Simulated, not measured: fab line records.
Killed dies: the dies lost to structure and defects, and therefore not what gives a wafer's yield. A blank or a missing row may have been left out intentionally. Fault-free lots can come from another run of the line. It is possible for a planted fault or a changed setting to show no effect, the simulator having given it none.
The tool behind it: which one? ; flow n5 finfet ; Sampling: 10 lots, 30 wafers, 4 of 1938 route steps

== WHAT THE GAUGES SHOWED, per wafer ==
N5_BEOL_M4_RC_MEAS_101. Usual: DIBL_N 37.2 mV/V, standard deviation 2.1; DIBL_P 37.3 mV/V, standard deviation 2.3; IOFF_N 0.18 nA/um, standard deviation 0.041; IOFF_P 0.24 nA/um, standard deviation 0.042; ION_N 680 uA/um, standard deviation 13; ION_P 466 uA/um, standard deviation 7.7; SS_N 71.8 mV/dec, standard deviation 0.68; SS_P 73.5 mV/dec, standard deviation 0.66; VT_N 249 mV, standard deviation 3.6; VT_P -248 mV, standard deviation 3.4.
lot;measured;on;DIBL_N (mV/V);DIBL_P (mV/V);IOFF_N (nA/um);IOFF_P (nA/um);ION_N (uA/um);ION_P (uA/um);SS_N (mV/dec);SS_P (mV/dec);VT_N (mV);VT_P (mV);flag
L594;day 8 17:01;prober-01;34.4 33.4 35.9;34.0 33.2 36.3;0.15 0.13 0.18;0.20 0.17 0.23;677 665 684;472 455 463;70.9 70.7 71.7;73.2 73.0 73.2;249 250 245;-249 -254 -247;
L597;day 9 10:15;prober-02;37.4 38.0 35.2;34.9 36.7 31.8;0.14 0.16 0.11;0.19 0.21 0.15;667 666 652;458 458 450;71.9 71.9 70.9;73.1 73.1 71.9;251 249 257;-251 -251 -256;
L598;day 9 13:08;prober-02;39.4 35.0 35.1;39.2 33.6 34.5;0.25 0.14 0.15;0.30 0.21 0.23;694 656 679;472 460 471;72.9 71.2 70.9;73.9 72.8 73.0;243 252 248;-246 -249 -248;
L604;day 10 13:31;prober-01;42.0 39.3 40.1;39.8 37.0 38.6;0.26 0.19 0.23;0.28 0.23 0.26;686 676 709;462 457 480;72.7 72.1 72.5;74.2 74.4 74.3;242 249 243;-247 -248 -243;
L606;day 11 14:58;prober-02;40.0 37.1 36.7;39.4 37.3 37.1;0.23 0.16 0.18;0.28 0.25 0.24;675 670 676;465 464 463;73.4 72.4 72.5;73.5 72.5 73.6;246 252 247;-245 -247 -246;
L608;day 11 21:05;prober-02;38.8 36.3 38.8;39.7 36.9 39.1;0.18 0.14 0.19;0.22 0.18 0.21;674 662 680;452 447 457;71.9 71.5 72.1;74.1 73.4 73.1;250 252 248;-254 -256 -252;
L605;day 11 22:16;prober-01;42.6 39.3 40.7;43.0 38.8 41.2;0.30 0.20 0.24;0.35 0.26 0.31;715 678 700;480 464 470;72.6 72.6 72.9;74.8 73.9 74.8;241 249 244;-246 -251 -248;
L607;day 12 04:55;prober-01;37.5 39.4 38.5;36.8 39.0 37.9;0.17 0.21 0.18;0.22 0.24 0.23;677 681 678;468 469 466;71.5 72.1 72.5;73.2 74.9 73.8;249 248 247;-246 -247 -247;
L609;day 12 07:14;prober-02;34.8 36.9 35.8;34.9 38.3 37.3;0.13 0.16 0.15;0.19 0.25 0.23;678 687 685;467 475 470;71.0 71.2 71.2;72.9 73.7 72.9;255 251 252;-248 -245 -249;
L611;day 14 04:46;prober-01;36.4 36.9 35.1;38.7 39.7 37.1;0.18 0.18 0.15;0.25 0.26 0.23;686 690 674;472 480 469;72.6 72.1 72.0;73.6 73.6 73.0;246 247 250;-246 -245 -249;

N5_BEOL_M14_CD_MEAS_28: the cd target is 284.4 nm. Usual: cd nm at 284.5 nm, with a standard deviation of 1.9.
lot;measured;on;cd nm (nm);flag
L594;day 12 00:15;cd sem-03;285.5 285.1 283.2;
L597;day 13 06:14;cd sem-02;286.7 287.1 285.8;
L598;day 13 05:14;cd sem-02;288.5 287.8 286.8;
L604;day 14 06:23;cd sem-01;284.8 286.2 284.3;
L606;day 14 20:32;cd sem-01;284.7 284.0 285.5;
L608;day 15 09:23;cd sem-03;282.5 284.3 283.1;
L605;day 15 11:28;cd sem-03;286.8 284.9 283.3;
L607;day 15 10:50;cd sem-02;284.0 285.5 285.7;
L609;day 16 00:14;cd sem-01;281.7 285.4 284.2;
L611;day 17 09:23;cd sem-01;284.9 285.6 283.5;

== WHICH TOOL RAN EACH LOT (tool, then ch and the chambers of the sampled wafers, then the start) ==
lot;N5_BEOL_M13_ETCH_68;N5_BEOL_M14_COAT_66
L594;rie diel-01 ch 1,2,3, day 11 19:31;litho track-03 ch 0, day 11 22:52
L597;rie diel-03 ch 0,1,3, day 12 07:34;litho track-02 ch 0, day 13 05:50
L598;rie diel-02 ch 1,3, day 12 08:26;litho track-02 ch 0, day 13 04:49
L604;rie diel-01 ch 0,1,3, day 14 01:25;litho track-03 ch 0, day 14 05:58
L606;rie diel-01 ch 0,1,3, day 14 15:29;litho track-03 ch 0, day 14 20:08
L608;rie diel-01 ch 0,1,3, day 15 05:09;litho track-02 ch 0, day 15 09:06
L605;rie diel-02 ch 0,2, day 15 06:25;litho track-03 ch 0, day 15 11:03
L607;rie diel-01 ch 0,2, day 15 05:42;litho track-03 ch 0, day 15 10:26
L609;rie diel-03 ch 0,2, day 15 18:52;litho track-02 ch 0, day 15 23:57
L611;rie diel-03 ch 0,2,3, day 16 23:43;litho track-05 ch 0, day 17 08:58
- N5_BEOL_M13_ETCH_68: etches SOC in N2/H2, time 355 s.
- N5_BEOL_M14_COAT_66: time 60 s, resist thk 110 nm.

== AS READ BY THE TOOLS THEMSELVES (means over the sampled wafers that have a number; for cases with no such wafer, the mark the record gives instead) ==
N5_BEOL_M13_ETCH_68. Usual: drypump motor current A 5.9 A, standard deviation 0.5; oes product au 0.80 a.u., standard deviation 0.071; rf vpp V 524.0 V, standard deviation 2.3; showerhead plenum p Torr 2.55 Torr, standard deviation 0.081; throttle valve pct 17.62 %, standard deviation 0.29.
lot;tool;drypump motor current A (A);oes product au (a.u.);rf vpp V (V);showerhead plenum p Torr (Torr);throttle valve pct (%);flag
L594;rie diel-01;5.6;0.86;525.4;2.59;17.40;
L597;rie diel-03;5.8;0.77;525.3;2.58;17.77;
L598;rie diel-02;5.9;0.68;518.9;2.41;18.10;
L604;rie diel-01;5.9;0.83;525.0;2.56;17.38;
L606;rie diel-01;5.9;0.82;524.0;2.56;17.39;
L608;rie diel-01;5.9;0.82;524.2;2.56;17.39;
L605;rie diel-02;6.1;0.86;521.3;2.47;17.71;
L607;rie diel-01;6.0;0.79;524.7;2.57;17.73;
L609;rie diel-03;5.2;0.72;523.0;2.52;17.63;
L611;rie diel-03;5.8;0.74;524.4;2.54;17.63;

N5_BEOL_M14_COAT_66. Usual: spin speed rpm at 1500.1 rpm, with a standard deviation of 0.93.
lot;tool;spin speed rpm (rpm);flag
L594;litho track-03;1500.3;
L597;litho track-02;1500.2;
L598;litho track-02;1500.3;
L604;litho track-03;1500.5;
L606;litho track-03;1298.9;OFF
L608;litho track-02;1500.4;
L605;litho track-03;1299.6;OFF
L607;litho track-03;1298.9;OFF
L609;litho track-02;1499.6;
L611;litho track-05;1500.6;

== THE ANSWER, worked out from the rows above alone ==
Rule: a lot is off if the mean of its wafers that have a number lies more than 3 standard deviations from the usual mean. Also off: a lot with no number at a reading for which 4 or more lots have one. Where the step has rows for the other lots, those lots are counted as sound. After the gauges, taken in route order, come the tools' own readings; for these a lot's mean is taken, as printed above. At the first step where some lot is off, the reading lying furthest off is the one used; lots without a number count as furthest.
Off, at N5_BEOL_M14_COAT_66 on spin speed rpm: L606, L605, L607.
If a tool, at that step or one of the process steps before it, ran each lot that is off and ran no sound lot following the first of them, it fits. One fits: litho track-03 at N5_BEOL_M14_COAT_66. Its last sound lot is L604 (day 14 05:58), its first lot that is off L606 (day 14 20:08): a fault that began between those two fits.
The tool's own readings at N5_BEOL_M14_COAT_66 bear it out: on the lots that are off they differ by more than 5 times the standard deviation of the sound lots' means. spin speed rpm reads 1299.1 rpm there against 1500.3 rpm on the sound lots.

== WHAT THE SIMULATOR HAD PUT IN ==
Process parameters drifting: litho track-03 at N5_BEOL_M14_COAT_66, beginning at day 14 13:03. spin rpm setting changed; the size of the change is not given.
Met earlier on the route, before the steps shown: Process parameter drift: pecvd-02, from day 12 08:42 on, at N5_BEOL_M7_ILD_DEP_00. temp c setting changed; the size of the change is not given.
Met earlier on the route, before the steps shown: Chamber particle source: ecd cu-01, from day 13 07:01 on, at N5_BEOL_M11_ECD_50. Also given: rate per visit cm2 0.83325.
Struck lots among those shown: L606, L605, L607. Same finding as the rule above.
